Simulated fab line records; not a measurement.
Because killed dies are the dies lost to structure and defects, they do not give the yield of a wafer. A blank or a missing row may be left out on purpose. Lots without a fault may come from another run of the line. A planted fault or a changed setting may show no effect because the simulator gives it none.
Which tool was responsible? ; flow nand-harc ; Sampling: 13 lots, 39 wafers, 5 of 1159 route steps

## WHAT EACH GAUGE READ, for each wafer
NHARC_P_STI_INSPECT_11.
lot;measured;on;raw-defect-count
L125;day 2 08:45;defect-inspect-01;8 12 4
L127;day 2 20:10;defect-inspect-02;9 9 7
L129;day 3 07:40;defect-inspect-01;5 6 5
L128;day 3 07:49;defect-inspect-02;2 3 2
L132;day 4 06:03;defect-inspect-01;8 6 8
L133;day 4 12:22;defect-inspect-02;4 5 3
L134;day 4 16:59;defect-inspect-02;2 4 0
L135;day 4 23:59;defect-inspect-02;5 7 6
L143;day 6 23:16;defect-inspect-01;0 6 8
L144;day 7 05:41;defect-inspect-01;8 13 10
L145;day 7 12:55;defect-inspect-02;5 14 5
L147;day 8 01:21;defect-inspect-02;8 9 7
L148;day 8 01:31;defect-inspect-02;5 3 8

NHARC_P_GATE_CD_MEAS_59 targets a cd of 720 nm.
lot;measured;on;cd-nm (nm)
L125;day 5 00:43;cd-sem-03;721.0 719.7 718.5
L127;day 5 11:24;cd-sem-03;717.5 718.2 716.9
L129;day 6 02:50;cd-sem-02;717.6 718.2 717.1
L128;day 6 02:59;cd-sem-02;715.8 718.7 715.4
L132;day 6 20:27;cd-sem-01;719.5 717.9 719.6
L133;day 7 11:12;cd-sem-03;721.2 718.2 719.1
L134;day 7 10:42;cd-sem-01;719.5 717.1 717.4
L135;day 7 19:34;cd-sem-03;719.7 715.4 719.7
L143;day 9 12:32;cd-sem-01;717.7 715.6 715.2
L144;day 9 23:31;cd-sem-01;719.9 717.3 717.3
L145;day 10 08:13;cd-sem-02;717.4 717.1 716.1
L147;day 10 16:47;cd-sem-03;719.1 718.2 718.6
L148;day 10 15:46;cd-sem-01;720.4 718.3 717.9

NHARC_P_GATE_CD_MEAS_91 targets a cd of 2000 nm.
lot;measured;on;cd-nm (nm)
L125;day 5 02:26;cd-sem-03;2000.3 1999.4 2000.5
L127;day 5 13:07;cd-sem-02;2005.3 2004.5 1998.6
L129;day 6 04:34;cd-sem-01;1999.1 1999.5 1997.6
L128;day 6 04:47;cd-sem-02;1999.8 1998.9 1997.4
L132;day 6 22:37;cd-sem-03;1999.3 1999.4 2002.8
L133;day 7 12:56;cd-sem-01;1965.7 1966.2 1967.0
L134;day 7 12:17;cd-sem-02;2004.3 2004.2 2000.6
L135;day 7 21:20;cd-sem-02;2000.7 1998.7 2002.6
L143;day 9 14:16;cd-sem-01;1998.4 2001.7 1998.1
L144;day 10 01:14;cd-sem-01;2002.2 1998.1 1998.0
L145;day 10 09:50;cd-sem-01;2000.2 2000.6 2002.4
L147;day 10 18:31;cd-sem-03;2000.3 1998.1 1999.6
L148;day 10 17:29;cd-sem-01;2001.1 2000.3 1999.2

## EACH LOT AND THE TOOL THAT RAN IT (in order: tool; ch and the chambers of the sampled wafers; start)
lot;NHARC_P_GATE_DESCUM_61;NHARC_P_GATE_EXPOSE_88
L125;rie-diel-05 ch 0,1,3, day 5 00:53;krf-scanner-04 ch 0, day 5 02:17
L127;rie-diel-05 ch 0,1, day 5 11:34;krf-scanner-03 ch 0, day 5 12:58
L129;rie-diel-05 ch 0,3, day 6 02:59;krf-scanner-03 ch 0, day 6 04:24
L128;rie-diel-05 ch 0,2,3, day 6 03:10;krf-scanner-01 ch 0, day 6 04:38
L132;rie-diel-05 ch 0,3, day 6 20:50;krf-scanner-03 ch 0, day 6 22:28
L133;rie-diel-13 ch 0,2,3, day 7 11:23;krf-scanner-01 ch 0, day 7 12:46
L134;rie-diel-13 ch 0,1,2, day 7 10:53;krf-scanner-04 ch 0, day 7 12:08
L135;rie-diel-13 ch 1,2, day 7 19:43;krf-scanner-03 ch 0, day 7 21:11
L143;rie-diel-05 ch 0,1,3, day 9 12:42;krf-scanner-03 ch 0, day 9 14:06
L144;rie-diel-13 ch 1,2, day 9 23:41;krf-scanner-04 ch 0, day 10 01:05
L145;rie-diel-05 ch 2,3, day 10 08:23;krf-scanner-04 ch 0, day 10 09:41
L147;rie-diel-13 ch 0,3, day 10 17:06;krf-scanner-04 ch 0, day 10 18:22
L148;rie-diel-05 ch 0,1,2, day 10 15:55;krf-scanner-01 ch 0, day 10 17:20
- NHARC_P_GATE_DESCUM_61: chemistry O2, time 3 s.
- NHARC_P_GATE_EXPOSE_88: exposes mask P HVN, target cd 2000 nm.

## WHAT THE TOOLS THEMSELVES READ (means of the sampled wafers that have a number; where no wafer has one, the mark that the record gives instead)
NHARC_P_GATE_DESCUM_61.
lot;tool;drypump-motor-current-A (A);mfc-ar-sccm (sccm);oes-product-au (a.u.);rf-vpp-V (V);showerhead-plenum-p-Torr (Torr);throttle-valve-pct (%)
L125;rie-diel-05;5.6;0.006;0.996;58.2;1.87;11.313
L127;rie-diel-05;5.7;0.000;0.989;58.0;1.80;11.316
L129;rie-diel-05;5.8;0.006;0.998;56.7;1.87;11.315
L128;rie-diel-05;6.0;0.008;0.989;57.5;1.88;11.324
L132;rie-diel-05;5.7;0.013;0.990;57.8;1.94;11.301
L133;rie-diel-13;5.5;0.001;0.995;57.9;1.88;11.310
L134;rie-diel-13;5.5;0.011;1.011;57.6;1.88;11.305
L135;rie-diel-13;5.7;0.011;1.001;56.7;1.88;11.311
L143;rie-diel-05;5.6;0.006;1.002;57.4;1.87;11.311
L144;rie-diel-13;5.6;0.021;1.009;57.9;1.90;11.310
L145;rie-diel-05;6.0;0.014;0.993;57.2;1.94;11.315
L147;rie-diel-13;5.5;0.000;1.009;57.7;1.91;11.314
L148;rie-diel-05;5.9;0.001;1.004;57.9;1.81;11.314

## THE ANSWER, worked out from the rows above alone
Rule: the usual values come from the lots themselves. Put in order of their means at a reading, lots are off if they are a third of the lots or fewer, leave a main group of 4 or more, and stand apart from it by a gap of 3 or more times the standard deviation of the main group's means; of several such gaps the widest counts. The tables above print the reading to a certain number of digits; a main group whose means all agree to those digits is not used. A lot without any number at a reading at which 4 lots or more have one is off too. All remaining lots with rows at the step are treated as sound. The gauges are gone through in route order, then the tools' own readings, and for those a lot's mean is taken as printed above. At the first step where some lot is off, the reading lying furthest off is the one used; lots without a number count as furthest.
Off at NHARC_P_GATE_CD_MEAS_91 (cd-nm): L133. The main group: mean 2000.3 nm, standard deviation 1.4.
A tool fits if, at a process step before that reading, it ran every lot that is off, and no sound lot after the first of them. Gauges at NHARC_P_GATE_CD_MEAS_91: tried the same way as those tools. None of those tried fits.

## WHAT THE SIMULATOR HAD INSERTED
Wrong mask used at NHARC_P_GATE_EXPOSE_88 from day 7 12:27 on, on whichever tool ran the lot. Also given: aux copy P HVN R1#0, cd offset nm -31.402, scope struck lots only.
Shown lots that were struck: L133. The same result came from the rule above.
